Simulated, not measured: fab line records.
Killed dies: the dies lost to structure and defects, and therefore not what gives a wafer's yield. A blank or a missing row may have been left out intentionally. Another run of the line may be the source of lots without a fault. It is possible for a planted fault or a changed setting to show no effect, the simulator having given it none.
Chamber matching :: flow n5Finfet :: 4 sister chambers for N5_BEOL_M10_ETCH_65 on rieDiel-03
The step etches SiARC in CF4, target depth 39 nm, time 65 s. 8 wafers are shown with their chamber, then 7 later ones without.

## WAFERS, EACH WITH ITS CHAMBER
wafer: L081.2
chamber: 2
drypumpMotorCurrentA (A): 5.4
throttleValvePct (%): 15.50

wafer: L081.3
chamber: 3
drypumpMotorCurrentA (A): 6.3
throttleValvePct (%): 15.30

wafer: L081.5
chamber: 0
drypumpMotorCurrentA (A): 6.1
throttleValvePct (%): 15.99

wafer: L084.1
chamber: 3
drypumpMotorCurrentA (A): 6.3
throttleValvePct (%): 15.36

wafer: L084.3
chamber: 1
drypumpMotorCurrentA (A): 5.4
throttleValvePct (%): 15.88

wafer: L084.6
chamber: 0
drypumpMotorCurrentA (A): 6.1
throttleValvePct (%): 16.01

wafer: L086.4
chamber: 2
drypumpMotorCurrentA (A): 5.4
throttleValvePct (%): 15.52

wafer: L086.5
chamber: 1
drypumpMotorCurrentA (A): 5.5
throttleValvePct (%): 15.87

## WAFERS MISSING THEIR CHAMBER
wafer: L086.6
drypumpMotorCurrentA (A): 5.4
throttleValvePct (%): 15.50

wafer: L087.1
drypumpMotorCurrentA (A): 5.4
throttleValvePct (%): 15.89

wafer: L087.3
drypumpMotorCurrentA (A): 5.4
throttleValvePct (%): 15.54

wafer: L087.5
drypumpMotorCurrentA (A): 6.1
throttleValvePct (%): 16.02

wafer: L090.1
drypumpMotorCurrentA (A): 5.3
throttleValvePct (%): 15.54

wafer: L090.4
drypumpMotorCurrentA (A): 6.1
throttleValvePct (%): 16.03

wafer: L090.6
drypumpMotorCurrentA (A): 6.3
throttleValvePct (%): 15.37

## THE CHAMBER EACH PASSED THROUGH
wafer: L086.6
from the rows above: 2
in truth: 2

wafer: L087.1
from the rows above: 1
in truth: 1

wafer: L087.3
from the rows above: 2
in truth: 2

wafer: L087.5
from the rows above: 0
in truth: 0

wafer: L090.1
from the rows above: 2
in truth: 2

wafer: L090.4
from the rows above: 0
in truth: 0

wafer: L090.6
from the rows above: 3
in truth: 3
Correctly placed: 7 of 7. From these rows, 0 cannot be placed. 0 placed wrongly.
How it was worked out, from the rows above alone: a wafer's distance from a chamber is the root of the sum, over the readings, of the square of ((its reading less the chamber's mean) divided by the reading's scatter). If the next closest chamber is less than 2 further off than the closest, the wafer can't be placed; otherwise it belongs to the closest. The mean given for a chamber averages the wafers shown for that chamber. The scatter: the root of (the sum of the squares of (reading less its chamber's mean) over the shown wafers, divided by (wafers less chambers)).
